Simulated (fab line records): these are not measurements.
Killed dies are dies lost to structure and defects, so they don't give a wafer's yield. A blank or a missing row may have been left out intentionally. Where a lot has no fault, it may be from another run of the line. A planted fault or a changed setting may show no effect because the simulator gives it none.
fab line records ; flow n5_finfet
[record] lots = 7; wafers = 21
route steps=1938 shown BEOL_M11@1562 BEOL_M12@1625 BEOL_M13@1713 BEOL_M14@1723 MIM_TOP_LITHO@1845
start_h: the number of hours between the record's first day and the start of the first shown wafer of the lot ; wait_h: hours since the lot's step before ; " repeats the value in the row above ; L1.1+2: several wafers, shown together as one row ; - either no value or no given start ; * or withheld: withheld ; < > ~ a bound
route shown NAME@n: NAME is a module with steps in the file, n the number in the route of the first one ; usual: mean/standard deviation taken from wafers without a fault ; same: alike in all rows ; chamber/n: place in a boat ; sites: each site's reading ; _std_site: the values' standard deviation ; _edge_site: mean of outer sites minus mean of inner sites ; radius_mm: for every site, how far away it sits from the centre of the wafer ; mask NAME#n: copy n ; behind: tool/chamber where the wafer was last shaped ; hold: why the lot was held/for how many hours/how that ended ; device: transistor that didn't switch, given as n, p or np ; end of line: tests of these same wafers at the route's end ; a step without rows: its recipe alone ; killed: not the wafer's yield, but the dies lost to structure and defects at the first sort ; map: per-die view of a wafer (x killed, . not killed, _ where there is no die)
set.NAME: setting as actually run; set.NAME@STEP: the setting as run at that earlier step ; model.NAME: the simulator's own value behind a step, which no gauge read
lots with deliberately changed settings; one table per step, one row per wafer
[[steps]]
[step N5_BEOL_M11_COAT_22]
[recipe] resist = CAR-ArF; spin_rpm = 1500; resist_thk_nm = 90
lot.wafer;tool;chamber;start_h;wait_h;set.spin_rpm;model.CAR-ArF_of_BEOL_M11_COAT_22.thk_nm
L076.1;litho_track-02;0;-;-;1621;86.8
L076.3;litho_track-02;0;-;-;1500;90
L076.5;litho_track-02;0;-;-;1621;86.6
L086.1+2;litho_track-02;0;-;-;1500;90.2
L086.3;litho_track-02;0;-;-;1437;91.8
L085.3+4;litho_track-03;0;-;-;1545;88.4
L085.6;litho_track-03;0;-;-;1500;90
L090.3+5;litho_track-02;0;-;-;1500;90.2
L090.4;litho_track-02;0;-;-;1632;86.6
L092.2;litho_track-04;0;-;-;1500;89.8
L092.3;litho_track-04;0;-;-;1500;89.6
L092.6;litho_track-04;0;-;-;1500;90
L095.4;litho_track-02;0;-;-;1500;90.6
L095.5+6;litho_track-02;0;-;-;1500;90.4
L097.1+5;litho_track-02;0;-;-;1500;90.4
L097.4;litho_track-02;0;-;-;1500;90.2
[step N5_BEOL_M11_EBR_24]
[recipe] solvent = PGMEA; ebr_width_mm = 1.5
[step N5_BEOL_M11_SOFTBAKE_23]
[recipe] temp_c = 110; time_s = 60; resist = CAR-ArF
[step N5_BEOL_M11_EXPOSE_25]
[recipe] mask_id = V10; na = 1.35; source_shape = annular; sigma_inner = 0.5; sigma_outer = 0.8; polarization = unpolarized; dose_mj = 85.5
[step N5_BEOL_M11_PEB_26]
[recipe] peb_temp_c = withheld; peb_time_s = 60; resist = CAR-ArF
[step N5_BEOL_M11_DEVELOP_27]
[recipe] develop_time_s = 30; developer = TMAH; resist = CAR-ArF; rinse_liquid = diw; dry = air_spin; dev_temp_c = 23
lot.wafer;tool;chamber;start_h;wait_h;set.spin_rpm@BEOL_M11_COAT_22;model.CAR-ArF_of_BEOL_M11_COAT_22.thk_nm
L076.1;litho_track-02;0;-;-;1621;85.2
L076.3;litho_track-02;0;-;-;1500;88.4
L076.5;litho_track-02;0;-;-;1621;84.8
L086.1;litho_track-04;0;-;-;1500;88.6
L086.2;litho_track-04;0;-;-;1500;88.4
L086.3;litho_track-04;0;-;-;1437;90
L085.3;litho_track-02;0;-;-;1545;86.6
L085.4;litho_track-02;0;-;-;1545;86.8
L085.6;litho_track-02;0;-;-;1500;88.4
L090.3+5;litho_track-04;0;-;-;1500;88.6
L090.4;litho_track-04;0;-;-;1632;84.8
L092.2;litho_track-04;0;-;-;1500;88.2
L092.3;litho_track-04;0;-;-;1500;88
L092.6;litho_track-04;0;-;-;1500;88.4
L095.4+5;litho_track-04;0;-;-;1500;88.8
L095.6;litho_track-04;0;-;-;1500;88.6
L097.1+5;litho_track-02;0;-;-;1500;88.8
L097.4;litho_track-02;0;-;-;1500;88.6
[step N5_BEOL_M11_DESCUM_33]
[recipe] chemistry = O2; time_s = 7.9; source_power_w = 50; bias_power_w = 20; pressure_mtorr = 20; rf_frequency_hz = 2.712e+07; temp_c = 40; resist = CAR-ArF; o2_flow_sccm = 225
[step N5_BEOL_M11_ETCH_65]
[recipe] chemistry = CF4; target = SiARC; target_depth_a = 390; mask_material = CAR-ArF; time_s = 65; ion_energy_ev = 80; pressure_mtorr = 40; source_w = 545; bias_w = 36; Ar_flow_sccm = 100; cf4_flow_sccm = 100; ends = cleared
lot.wafer;tool;chamber;start_h;wait_h;set.spin_rpm@BEOL_M11_COAT_22;model.CAR-ArF_of_BEOL_M11_COAT_22.thk_nm
L076.1;rie_diel-04;2;256.34;0.0;1621;52.4
L076.3;rie_diel-04;1;256.34;0.0;1500;55.6
L076.5;rie_diel-04;3;256.34;0.0;1621;52
L086.1+2;rie_diel-04;1,3;308.76;0.0;1500;55.6
L086.3;rie_diel-04;0;308.76;0.0;1437;57.2
L085.3+4;rie_diel-04;2,3;311.71;0.0;1545;54
L085.6;rie_diel-04;2;311.71;0.0;1500;55.6
L090.3+5;rie_diel-02;0,1;345.85;0.0;1500;55.6
L090.4;rie_diel-02;0;345.85;0.0;1632;52
L092.2;rie_diel-02;1;367.33;0.0;1500;55.4
L092.3;rie_diel-02;2;367.33;0.0;1500;55.2
L092.6;rie_diel-02;0;367.33;0.0;1500;55.6
L095.4;rie_diel-04;2;376.45;0.0;1500;56
L095.5+6;rie_diel-04;3,1;376.45;0.0;1500;55.8
L097.1+5;rie_diel-04;3,0;395.96;0.0;1500;55.8
L097.4;rie_diel-04;2;395.96;0.0;1500;55.6
[step N5_BEOL_M12_COAT_22]
[recipe] spin_rpm = 2888; resist_thk_nm = 300
lot.wafer;tool;chamber;start_h;wait_h;set.spin_rpm;model.coat_of_BEOL_M12_COAT_22.thk_nm
L076.1;litho_track-05;0;-;-;2888;301
L076.3;litho_track-05;0;-;-;3178;286.6
L076.5;litho_track-05;0;-;-;3178;286.4
L086.1;litho_track-05;0;-;-;2888;300
L086.2;litho_track-05;0;-;-;2888;301.2
L086.3;litho_track-05;0;-;-;2888;301
L085.3;litho_track-02;0;-;-;2888;300.2
L085.4;litho_track-02;0;-;-;2888;300
L085.6;litho_track-02;0;-;-;2888;300.8
L090.3;litho_track-02;0;-;-;3080;292.2
L090.4;litho_track-02;0;-;-;3080;292
L090.5;litho_track-02;0;-;-;2888;302
L092.2;litho_track-05;0;-;-;2888;299.8
L092.3;litho_track-05;0;-;-;2997;294.4
L092.6;litho_track-05;0;-;-;2888;300.4
L095.4;litho_track-02;0;-;-;2888;300.2
L095.5;litho_track-02;0;-;-;2888;300.8
L095.6;litho_track-02;0;-;-;2888;301
L097.1+4;litho_track-05;0;-;-;2888;299.8
L097.5;litho_track-05;0;-;-;2888;299
[step N5_BEOL_M12_EBR_24]
[recipe] solvent = PGMEA; ebr_width_mm = 1.5
[step N5_BEOL_M12_SOFTBAKE_23]
[recipe] temp_c = 130; time_s = 60
[step N5_BEOL_M12_DESCUM_33]
[recipe] chemistry = O2; time_s = 7.9; source_power_w = 50; bias_power_w = 20; pressure_mtorr = 20; rf_frequency_hz = 2.712e+07; temp_c = 40; o2_flow_sccm = 225
lot.wafer;tool;chamber;start_h;wait_h;set.spin_rpm@BEOL_M12_COAT_22;model.coat_of_BEOL_M12_COAT_22.thk_nm
L076.1;rie_diel-03;2;260.93;0.0;2888;283.8
L076.3;rie_diel-03;3;260.93;0.0;3178;269.6
L076.5;rie_diel-03;3;260.93;0.0;3178;269.4
L086.1;rie_diel-05;2;315.53;0.0;2888;283
L086.2;rie_diel-05;1;315.53;0.0;2888;284
L086.3;rie_diel-05;3;315.53;0.0;2888;283.8
L085.3+4;rie_diel-03;0,1;316.74;0.1;2888;283
L085.6;rie_diel-03;0;316.74;0.1;2888;283.6
L090.3;rie_diel-05;0;350.74;0.0;3080;275
L090.4;rie_diel-05;1;350.74;0.0;3080;274.8
L090.5;rie_diel-05;3;350.74;0.0;2888;284.8
L092.2;rie_diel-05;2;372.25;0.0;2888;282.8
L092.3;rie_diel-05;1;372.25;0.0;2997;277.2
L092.6;rie_diel-05;3;372.25;0.0;2888;283.4
L095.4;rie_diel-05;3;381.69;0.3;2888;283
L095.5;rie_diel-05;0;381.69;0.3;2888;283.6
L095.6;rie_diel-05;1;381.69;0.3;2888;284
L097.1;rie_diel-05;0;403.08;0.0;2888;282.6
L097.4;rie_diel-05;1;403.08;0.0;2888;282.8
L097.5;rie_diel-05;3;403.08;0.0;2888;282
[step N5_BEOL_M12_ETCH_67]
[recipe] chemistry = CF4; target = SiARC; target_depth_a = 1430; time_s = 238.3; ion_energy_ev = 80; pressure_mtorr = 40; source_w = 545; bias_w = 36; Ar_flow_sccm = 100; cf4_flow_sccm = 100; ends = cleared
[usual] etch_rf_on_time_s = 235/3.7; rf_vpp_V = 184.4/1.5
lot.wafer;tool;chamber;start_h;wait_h;set.source_w;etch_rf_on_time_s;rf_vpp_V
L076.1;rie_diel-03;2;260.97;0.0;545;243;181.1
L076.3;rie_diel-03;3;260.97;0.0;545;236;185.9
L076.5;rie_diel-03;3;260.97;0.0;545;237;183.5
L086.1;rie_diel-05;2;315.57;0.0;545;232;185.7
L086.2;rie_diel-05;1;315.57;0.0;545;243;182.9
L086.3;rie_diel-05;3;315.57;0.0;545;236;185.0
L085.3;rie_diel-03;0;316.77;0.0;545;231;184.7
L085.4;rie_diel-03;1;316.77;0.0;465.8;270;196.0
L085.6;rie_diel-03;0;316.77;0.0;465.8;264;194.8
L090.3;rie_diel-05;0;350.78;0.0;618.3;206;177.2
L090.4;rie_diel-05;1;350.78;0.0;545;229;186.7
L090.5;rie_diel-05;3;350.78;0.0;545;233;186.1
L092.2;rie_diel-05;2;372.28;0.0;545;237;184.5
L092.3;rie_diel-05;1;372.28;0.0;545;231;187.7
L092.6;rie_diel-05;3;372.28;0.0;516.5;249;188.7
L095.4;rie_diel-05;3;381.73;0.0;545;237;186.7
L095.5;rie_diel-05;0;381.73;0.0;545;235;186.5
L095.6;rie_diel-05;1;381.73;0.0;545;230;185.1
L097.1;rie_diel-05;0;403.12;0.0;609.6;213;178.6
L097.4;rie_diel-05;1;403.12;0.0;609.6;207;176.8
L097.5;rie_diel-05;3;403.12;0.0;545;236;185.5
[step N5_BEOL_M13_DEP_53]
[recipe] material = SiCN; target_thk_a = 500; temp_c = withheld; precursor = 3MS/NH3; pressure_torr = 3; rf_w = 675; time_s = 17.8
lot.wafer;tool;chamber;start_h;wait_h;set.time_s;model.SiCN_of_BEOL_M13_DEP_53.thk_nm
L076.1;pecvd-03;1;269.23;0.0;17.8;50
L076.3;pecvd-03;0;269.23;0.0;16.05;45.6
L076.5;pecvd-03;0;269.23;0.0;17.8;51
L086.1;pecvd-03;2;328.51;0.0;17.8;49.8
L086.2;pecvd-03;0;328.51;0.0;17.8;49
L086.3;pecvd-03;1;328.51;0.0;17.8;49.4
L085.3;pecvd-03;0;330.60;0.0;17.8;50.6
L085.4;pecvd-03;1;330.60;0.0;17.8;51.4
L085.6;pecvd-03;0;330.60;0.0;15.45;44.4
L090.3;pecvd-02;2;360.17;0.0;17.8;50.4
L090.4;pecvd-02;0;360.17;0.0;17.8;50.6
L090.5;pecvd-02;2;360.17;0.0;17.8;51
L092.2;pecvd-03;0;379.39;0.0;19.14;53
L092.3;pecvd-03;2;379.39;0.0;19.14;53.4
L092.6;pecvd-03;1;379.39;0.0;17.8;50.4
L095.4;pecvd-04;1;388.06;0.0;17.8;51
L095.5+6;pecvd-04;0,2;388.06;0.0;17.8;51.4
L097.1;pecvd-04;2;416.02;0.0;17.8;49
L097.4+5;pecvd-04;2,0;416.02;0.0;16.14;45.8
[step N5_BEOL_M14_PEB_08]
[recipe] peb_temp_c = 130; peb_time_s = 90
lot.wafer;tool;chamber;start_h;wait_h;set.peb_time_s
L076.1+3+5;litho_track-05;0;269.87;0.1;90
L086.1+2+3;litho_track-02;0;329.15;0.1;90
L085.3;litho_track-05;0;331.24;0.0;73.48
L085.4+6;litho_track-05;0;331.24;0.0;90
L090.3+4+5;litho_track-02;0;360.81;0.0;102.5
L092.2;litho_track-04;0;380.03;0.0;82.26
L092.3+6;litho_track-04;0;380.03;0.0;90
L095.4+5+6;litho_track-05;0;388.68;0.0;90
L097.1+5;litho_track-04;0;416.65;0.1;75.4
L097.4;litho_track-04;0;416.65;0.1;90
[step N5_BEOL_M14_DEVELOP_09]
[recipe] develop_time_s = 45; rinse_liquid = diw; dry = air_spin; dev_temp_c = 21
[step N5_BEOL_M14_HARDBAKE_14]
[recipe] temp_c = 130; time_s = 120
[step N5_BEOL_M14_CD_MEAS_10]
[recipe] target_cd_nm = 250; landing_energy_ev = 500; detector = se_inlens; polarity = opening
[usual] cd_nm = 249.0/1.4
lot.wafer;tool;chamber;start_h;wait_h;set.peb_time_s@BEOL_M14_PEB_08;cd_nm
L076.1;cd_sem-03;0;269.98;-;90;249.2
L076.3;cd_sem-03;0;269.98;-;90;247.0
L076.5;cd_sem-03;0;269.98;-;90;247.5
L086.1;cd_sem-01;0;329.26;-;90;250.0
L086.2;cd_sem-01;0;329.26;-;90;250.0
L086.3;cd_sem-01;0;329.26;-;90;250.3
L085.3;cd_sem-01;0;331.35;-;73.48;238.2
L085.4;cd_sem-01;0;331.35;-;90;249.2
L085.6;cd_sem-01;0;331.35;-;90;247.3
L090.3;cd_sem-01;0;360.93;-;102.5;253.4
L090.4;cd_sem-01;0;360.93;-;102.5;253.6
L090.5;cd_sem-01;0;360.93;-;102.5;252.8
L092.2;cd_sem-02;0;380.14;-;82.26;247.2
L092.3;cd_sem-02;0;380.14;-;90;249.5
L092.6;cd_sem-02;0;380.14;-;90;249.5
L095.4;cd_sem-03;0;388.80;-;90;246.2
L095.5;cd_sem-03;0;388.80;-;90;246.0
L095.6;cd_sem-03;0;388.80;-;90;248.6
L097.1;cd_sem-01;0;416.77;-;75.4;240.2
L097.4;cd_sem-01;0;416.77;-;90;248.2
L097.5;cd_sem-01;0;416.77;-;75.4;240.6
[step N5_BEOL_M14_STRIP_71]
[recipe] chemistry = post_etch_residue_remover; time_s = 60; temp_c = 25; remover_ph = withheld; remover_water_wt_pct = withheld; remover_fluoride_wt_pct = withheld
[step N5_BEOL_M14_SRD_72]
[recipe] time_s = 30; temp_c = 23; rinse_liquid = diw; dry = n2_spin; spin_rpm = 1500; dry_time_s = 30
[step N5_BEOL_M14_CD_MEAS_17]
[recipe] target_cd_nm = 250; polarity = opening
[usual] cd_nm = 249.8/1.6
lot.wafer;tool;chamber;start_h;wait_h;set.peb_time_s@BEOL_M14_PEB_08;cd_nm
L076.1;cd_sem-01;-;270.57;0.0;90;249.8
L076.3;cd_sem-01;-;270.57;0.0;90;247.5
L076.5;cd_sem-01;-;270.57;0.0;90;249.2
L086.1;cd_sem-01;-;329.79;0.0;90;251.6
L086.2;cd_sem-01;-;329.79;0.0;90;251.0
L086.3;cd_sem-01;-;329.79;0.0;90;251.0
L085.3;cd_sem-02;-;331.93;0.0;73.48;238.3
L085.4;cd_sem-02;-;331.93;0.0;90;248.8
L085.6;cd_sem-02;-;331.93;0.0;90;247.3
L090.3;cd_sem-02;-;361.45;0.0;102.5;252.7
L090.4;cd_sem-02;-;361.45;0.0;102.5;253.9
L090.5;cd_sem-02;-;361.45;0.0;102.5;252.4
L092.2;cd_sem-01;-;380.67;0.0;82.26;248.2
L092.3;cd_sem-01;-;380.67;0.0;90;251.3
L092.6;cd_sem-01;-;380.67;0.0;90;250.5
L095.4;cd_sem-02;-;389.41;0.0;90;247.3
L095.5;cd_sem-02;-;389.41;0.0;90;247.8
L095.6;cd_sem-02;-;389.41;0.0;90;249.5
L097.1;cd_sem-03;-;417.29;0.0;75.4;242.2
L097.4;cd_sem-03;-;417.29;0.0;90;248.6
L097.5;cd_sem-03;-;417.29;0.0;75.4;240.9
[step N5_BEOL_M14_EXPOSE_25]
[recipe] mask_id = M14; na = 0.8; source_shape = annular; sigma_inner = 0.5; sigma_outer = 0.8; polarization = unpolarized; target_cd_nm = 280; dose_mj = 26.6
lot.wafer;tool;chamber;start_h;wait_h;mask;set.dose_mj
L076.1+3+5;krf_scanner-02;0;270.72;-;M14#0;26.6
L086.1+3;krf_scanner-01;0;329.94;-;M14#0;27.88
L086.2;krf_scanner-01;0;329.94;-;M14#0;26.6
L085.3+4;krf_scanner-02;0;332.22;-;M14#0;26.6
L085.6;krf_scanner-02;0;332.22;-;M14#0;25.41
L090.3+4;krf_scanner-02;0;361.74;-;M14#0;25.51
L090.5;krf_scanner-02;0;361.74;-;M14#0;26.6
L092.2+3+6;krf_scanner-01;0;380.82;-;M14#0;26.6
L095.4+5+6;krf_scanner-01;0;389.70;-;M14#0;26.6
L097.1+4+5;krf_scanner-02;0;417.44;-;M14#0;26.6
[step N5_BEOL_M14_PEB_26]
[recipe] peb_temp_c = 130; peb_time_s = 90
[step N5_BEOL_M14_DEVELOP_27]
[recipe] develop_time_s = 45; rinse_liquid = diw; dry = air_spin; dev_temp_c = 21
[step N5_BEOL_M14_HARDBAKE_32]
[recipe] temp_c = 130; time_s = 120
[step N5_BEOL_M14_CD_MEAS_28]
[recipe] target_cd_nm = 284.4; landing_energy_ev = 500; detector = se_inlens
[usual] cd_nm = 284.5/1.3
lot.wafer;tool;chamber;start_h;wait_h;set.dose_mj@BEOL_M14_EXPOSE_25;cd_nm
L076.1;cd_sem-02;0;270.89;-;26.6;283.8
L076.3;cd_sem-02;0;270.89;-;26.6;283.9
L076.5;cd_sem-02;0;270.89;-;26.6;284.5
L086.1;cd_sem-02;0;330.11;-;27.88;293.2
L086.2;cd_sem-02;0;330.11;-;26.6;283.1
L086.3;cd_sem-02;0;330.11;-;27.88;292.5
L085.3;cd_sem-01;0;332.39;-;26.6;284.8
L085.4;cd_sem-01;0;332.39;-;26.6;284.7
L085.6;cd_sem-01;0;332.39;-;25.41;276.8
L090.3;cd_sem-03;0;361.90;-;25.51;277.4
L090.4;cd_sem-03;0;361.90;-;25.51;277.3
L090.5;cd_sem-03;0;361.90;-;26.6;284.8
L092.2;cd_sem-03;0;380.99;-;26.6;285.1
L092.3;cd_sem-03;0;380.99;-;26.6;284.5
L092.6;cd_sem-03;0;380.99;-;26.6;284.1
L095.4;cd_sem-03;0;389.86;-;26.6;286.3
L095.5;cd_sem-03;0;389.86;-;26.6;283.7
L095.6;cd_sem-03;0;389.86;-;26.6;285.2
L097.1;cd_sem-03;0;417.62;-;26.6;286.3
L097.4;cd_sem-03;0;417.62;-;26.6;287.5
L097.5;cd_sem-03;0;417.62;-;26.6;285.8
[step N5_BEOL_M14_DESCUM_33]
[recipe] chemistry = O2; time_s = 7.9; source_power_w = 50; bias_power_w = 20; pressure_mtorr = 20; rf_frequency_hz = 2.712e+07; temp_c = 40; o2_flow_sccm = 225
lot.wafer;tool;chamber;start_h;wait_h;set.dose_mj@BEOL_M14_EXPOSE_25;model.BEOL_M14.cd_nm
L076.1;rie_diel-05;3;270.98;0.0;26.6;283.8
L076.3;rie_diel-05;1;270.98;0.0;26.6;284.2
L076.5;rie_diel-05;3;270.98;0.0;26.6;284.6
L086.1;rie_diel-06;3;330.28;0.1;27.88;293
L086.2;rie_diel-06;1;330.28;0.1;26.6;283.2
L086.3;rie_diel-06;0;330.28;0.1;27.88;292.2
L085.3;rie_diel-05;0;332.51;0.1;26.6;284.8
L085.4;rie_diel-05;2;332.51;0.1;26.6;285
L085.6;rie_diel-05;3;332.51;0.1;25.41;277.2
L090.3+4;rie_diel-03;3,0;362.11;0.0;25.51;277.6
L090.5;rie_diel-03;2;362.11;0.0;26.6;284.8
L092.2;rie_diel-03;2;381.08;0.0;26.6;284.8
L092.3;rie_diel-03;1;381.08;0.0;26.6;284.6
L092.6;rie_diel-03;1;381.08;0.0;26.6;284.4
L095.4;rie_diel-06;3;389.94;0.0;26.6;285.8
L095.5;rie_diel-06;2;389.94;0.0;26.6;284
L095.6;rie_diel-06;1;389.94;0.0;26.6;285.2
L097.1;rie_diel-06;3;417.70;0.0;26.6;286
L097.4;rie_diel-06;1;417.70;0.0;26.6;287.8
L097.5;rie_diel-06;3;417.70;0.0;26.6;285.8
[step N5_BEOL_M14_ETCH_67]
[recipe] chemistry = CF4; target = SiARC; target_depth_a = 1430; time_s = 238.3; ion_energy_ev = 80; pressure_mtorr = 40; source_w = 545; bias_w = 36; Ar_flow_sccm = 100; cf4_flow_sccm = 100; ends = cleared
[step N5_BEOL_M14_ETCH_68]
[recipe] chemistry = N2/H2; target = SOC; mask_material = SiARC; source_w = 3000; bias_w = 350; temp_c = 40; time_s = 450; ion_energy_ev = 200; pressure_mtorr = 30; n2_flow_sccm = 200; h2_flow_sccm = 200
lot.wafer;tool;chamber;start_h;wait_h;set.dose_mj@BEOL_M14_EXPOSE_25;model.BEOL_M14.cd_nm
L076.1;rie_diel-05;3;271.16;0.1;26.6;279.2
L076.3;rie_diel-05;1;271.16;0.1;26.6;280
L076.5;rie_diel-05;3;271.16;0.1;26.6;279.4
L086.1;rie_diel-06;3;330.46;0.1;27.88;290.4
L086.2;rie_diel-06;1;330.46;0.1;26.6;277.4
L086.3;rie_diel-06;0;330.46;0.1;27.88;287.8
L085.3;rie_diel-05;0;332.69;0.1;26.6;281.6
L085.4;rie_diel-05;2;332.69;0.1;26.6;282
L085.6;rie_diel-05;3;332.69;0.1;25.41;274.4
L090.3;rie_diel-03;3;362.29;0.1;25.51;272.4
L090.4;rie_diel-03;0;362.29;0.1;25.51;271
L090.5;rie_diel-03;2;362.29;0.1;26.6;278.2
L092.2;rie_diel-03;2;381.26;0.1;26.6;280.4
L092.3;rie_diel-03;1;381.26;0.1;26.6;280
L092.6;rie_diel-03;1;381.26;0.1;26.6;280.8
L095.4;rie_diel-06;3;390.12;0.1;26.6;279.2
L095.5;rie_diel-06;2;390.12;0.1;26.6;279.4
L095.6;rie_diel-06;1;390.12;0.1;26.6;280.2
L097.1;rie_diel-06;3;417.89;0.1;26.6;281.6
L097.4;rie_diel-06;1;417.89;0.1;26.6;284.4
L097.5;rie_diel-06;3;417.89;0.1;26.6;282.4
[step N5_BEOL_M14_STRIP_69]
[recipe] chemistry = N2/H2; temp_c = 40; n2_flow_sccm = 200; h2_flow_sccm = 200; rf_frequency_hz = 6e+07
[step N5_BEOL_M14_TRENCH_ETCH_34]
[recipe] chemistry = C4F8/O2/Ar; target = SiO2; target_depth_a = 5566.5; mask_material = SOC; he_inner_torr = 15; he_outer_torr = 30; time_s = 126.9; ion_energy_ev = 800; pressure_mtorr = 20; source_w = 1905; bias_w = 2040; Ar_flow_sccm = 400; C4F8_flow_sccm = 16; O2_flow_sccm = 12
lot.wafer;tool;chamber;start_h;wait_h;set.dose_mj@BEOL_M14_EXPOSE_25;model.BEOL_M14.cd_nm
L076.1;rie_diel-05;3;271.44;0.0;26.6;279.4
L076.3;rie_diel-05;1;271.44;0.0;26.6;279.8
L076.5;rie_diel-05;3;271.44;0.0;26.6;279.2
L086.1;rie_diel-06;3;330.73;0.0;27.88;290.4
L086.2;rie_diel-06;1;330.73;0.0;26.6;277.4
L086.3;rie_diel-06;0;330.73;0.0;27.88;288
L085.3;rie_diel-05;0;332.96;0.0;26.6;281.8
L085.4;rie_diel-05;2;332.96;0.0;26.6;282
L085.6;rie_diel-05;3;332.96;0.0;25.41;274.2
L090.3;rie_diel-03;3;362.56;0.0;25.51;272.2
L090.4;rie_diel-03;0;362.56;0.0;25.51;271.4
L090.5;rie_diel-03;2;362.56;0.0;26.6;278.4
L092.2;rie_diel-03;2;381.53;0.0;26.6;280.8
L092.3;rie_diel-03;1;381.53;0.0;26.6;280.2
L092.6;rie_diel-03;1;381.53;0.0;26.6;281
L095.4;rie_diel-06;3;390.40;0.0;26.6;278.8
L095.5;rie_diel-06;2;390.40;0.0;26.6;279.6
L095.6;rie_diel-06;1;390.40;0.0;26.6;280.2
L097.1;rie_diel-06;3;418.16;0.0;26.6;281.8
L097.4;rie_diel-06;1;418.16;0.0;26.6;284.4
L097.5;rie_diel-06;3;418.16;0.0;26.6;282.2
[step N5_MIM_TOP_LITHO_DEVELOP_07]
[recipe] develop_time_s = 60; rinse_liquid = diw; dry = air_spin; dev_temp_c = 21
lot.wafer;tool;chamber;start_h;wait_h;set.develop_time_s
L076.1+3+5;litho_track-02;0;-;-;60
L086.1+2;litho_track-03;0;-;-;49.45
L086.3;litho_track-03;0;-;-;60
L085.3+4+6;litho_track-04;0;-;-;60
L090.3+4;litho_track-03;0;-;-;60
L090.5;litho_track-03;0;-;-;49.72
L092.2+3;litho_track-02;0;-;-;64.27
L092.6;litho_track-02;0;-;-;60
L095.4+5+6;litho_track-03;0;-;-;60
L097.1+4;litho_track-02;0;-;-;51.37
L097.5;litho_track-02;0;-;-;60
[step N5_MIM_TOP_LITHO_HARDBAKE_09]
[recipe] temp_c = 130; time_s = 120
[step N5_MIM_TOP_LITHO_CD_MEAS_08]
[recipe] target_cd_nm = 2000; landing_energy_ev = 500; detector = se_inlens
[usual] cd_nm = 1999.9/1.2
lot.wafer;tool;chamber;start_h;wait_h;set.develop_time_s@MIM_TOP_LITHO_DEVELOP_07;cd_nm
L076.1;cd_sem-03;0;285.85;-;60;1999.4
L076.3;cd_sem-03;0;285.85;-;60;1998.5
L076.5;cd_sem-03;0;285.85;-;60;1997.6
L086.1;cd_sem-02;0;343.84;-;49.45;2003.5
L086.2;cd_sem-02;0;343.84;-;49.45;2004.1
L086.3;cd_sem-02;0;343.84;-;60;1999.0
L085.3;cd_sem-01;0;343.88;-;60;2000.7
L085.4;cd_sem-01;0;343.88;-;60;2001.3
L085.6;cd_sem-01;0;343.88;-;60;1999.4
L090.3;cd_sem-02;0;374.46;-;60;1996.8
L090.4;cd_sem-02;0;374.46;-;60;1998.5
L090.5;cd_sem-02;0;374.46;-;49.72;2002.1
L092.2;cd_sem-02;0;399.56;-;64.27;2000.2
L092.3;cd_sem-02;0;399.56;-;64.27;1998.0
L092.6;cd_sem-02;0;399.56;-;60;2001.3
L095.4;cd_sem-01;0;407.29;-;60;1998.5
L095.5;cd_sem-01;0;407.29;-;60;1998.8
L095.6;cd_sem-01;0;407.29;-;60;1998.4
L097.1;cd_sem-02;0;433.32;-;51.37;2003.7
L097.4;cd_sem-02;0;433.32;-;51.37;2003.3
L097.5;cd_sem-02;0;433.32;-;60;2001.9
[[key]]
[split] step = N5_BEOL_M11_COAT_22; setting = spin_rpm; stated = 1500; by = wafer
[response] step = N5_BEOL_M11_COAT_22; reading = model.CAR-ArF_of_BEOL_M11_COAT_22.thk_nm; change = -0.413; per = 1%; r = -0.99
[response] step = N5_BEOL_M11_DEVELOP_27; reading = model.CAR-ArF_of_BEOL_M11_COAT_22.thk_nm; change = -0.427; per = 1%; r = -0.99
[response] step = N5_BEOL_M11_ETCH_65; reading = model.CAR-ArF_of_BEOL_M11_COAT_22.thk_nm; change = -0.418; per = 1%; r = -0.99
[split] step = N5_BEOL_M12_COAT_22; setting = spin_rpm; stated = 2888; by = wafer
[response] step = N5_BEOL_M12_COAT_22; reading = model.coat_of_BEOL_M12_COAT_22.thk_nm; change = -1.46; per = 1%; r = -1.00
[response] step = N5_BEOL_M12_DESCUM_33; reading = model.coat_of_BEOL_M12_COAT_22.thk_nm; change = -1.45; per = 1%; r = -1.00
[split] step = N5_BEOL_M12_ETCH_67; setting = source_w; stated = 545; by = wafer
[response] step = N5_BEOL_M12_ETCH_67; reading = etch_rf_on_time_s; change = *; per = 1%; r = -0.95
[response] step = N5_BEOL_M12_ETCH_67; reading = rf_vpp_V; change = -0.689; per = 1%; r = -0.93
[split] step = N5_BEOL_M13_DEP_53; setting = time_s; stated = 17.8; by = wafer
[response] step = N5_BEOL_M13_DEP_53; reading = model.SiCN_of_BEOL_M13_DEP_53.thk_nm; change = +0.449; per = 1%; r = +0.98
[split] step = N5_BEOL_M14_PEB_08; setting = peb_time_s; stated = 90; by = wafer
[response] step = N5_BEOL_M14_CD_MEAS_10; reading = cd_nm; change = +0.492; per = 1%; r = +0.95
[response] step = N5_BEOL_M14_CD_MEAS_17; reading = cd_nm; change = +0.467; per = 1%; r = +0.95
[split] step = N5_BEOL_M14_EXPOSE_25; setting = dose_mj; stated = 26.6; by = wafer
[response] step = N5_BEOL_M14_CD_MEAS_28; reading = cd_nm; change = +1.89; per = 1%; r = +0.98
[response] step = N5_BEOL_M14_DESCUM_33; reading = model.BEOL_M14.cd_nm; change = +1.82; per = 1%; r = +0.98
[response] step = N5_BEOL_M14_ETCH_68; reading = model.BEOL_M14.cd_nm; change = +1.94; per = 1%; r = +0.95
[response] step = N5_BEOL_M14_TRENCH_ETCH_34; reading = model.BEOL_M14.cd_nm; change = +1.97; per = 1%; r = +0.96
[split] step = N5_MIM_TOP_LITHO_DEVELOP_07; setting = develop_time_s; stated = 60; by = wafer
[response] step = N5_MIM_TOP_LITHO_CD_MEAS_08; reading = cd_nm; change = -0.231; per = 1%; r = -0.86
